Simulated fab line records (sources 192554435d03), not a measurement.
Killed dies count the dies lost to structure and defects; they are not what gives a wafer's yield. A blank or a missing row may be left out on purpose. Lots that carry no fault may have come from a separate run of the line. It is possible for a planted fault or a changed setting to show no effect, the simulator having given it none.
Matching of chambers -- flow n5Finfet -- rieDiel-06 running N5_BEOL_M11_STRIP_19: 4 sister chambers
The step strips in O2. 4 wafers are shown with their chamber, then 9 later ones without.

WAFERS, EACH WITH ITS CHAMBER
wafer,chamber,drypumpMotorCurrentA (A)
L089.3,0,5.1
L090.1,3,5.5
L090.2,2,6.0
L090.3,1,5.3

WAFERS WITHOUT THEIR CHAMBER
wafer,drypumpMotorCurrentA (A)
L090.4,5.1
L090.5,5.4
L090.6,5.1
L087.1,5.3
L087.3,6.0
L087.5,5.5
L094.1,5.4
L094.2,6.0
L094.4,5.1

WHICH CHAMBER EACH ONE RAN IN
wafer,from the rows above,in truth
L090.4,0,0
L090.5,can't be placed: 3 or 1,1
L090.6,0,0
L087.1,1,1
L087.3,2,2
L087.5,3,3
L094.1,can't be placed: 3 or 1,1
L094.2,2,2
L094.4,0,0
Correct placement for 7 of the 9. Cannot be placed on the basis of these rows: 2; the candidates contain the true chamber in 2. 0 placed wrongly.
How it was worked out, from the rows above alone: a wafer's distance from a chamber is the root of the sum, over the readings, of the square of ((its reading less the chamber's mean) divided by the reading's scatter). If the next closest chamber is less than 2 further off than the closest, the wafer can't be placed; otherwise it belongs to the closest. Each chamber's mean is taken over the wafers shown for it. The scatter: with one shown wafer a chamber, the root of the mean of the squares of how far each hidden wafer lies from its nearest shown one.
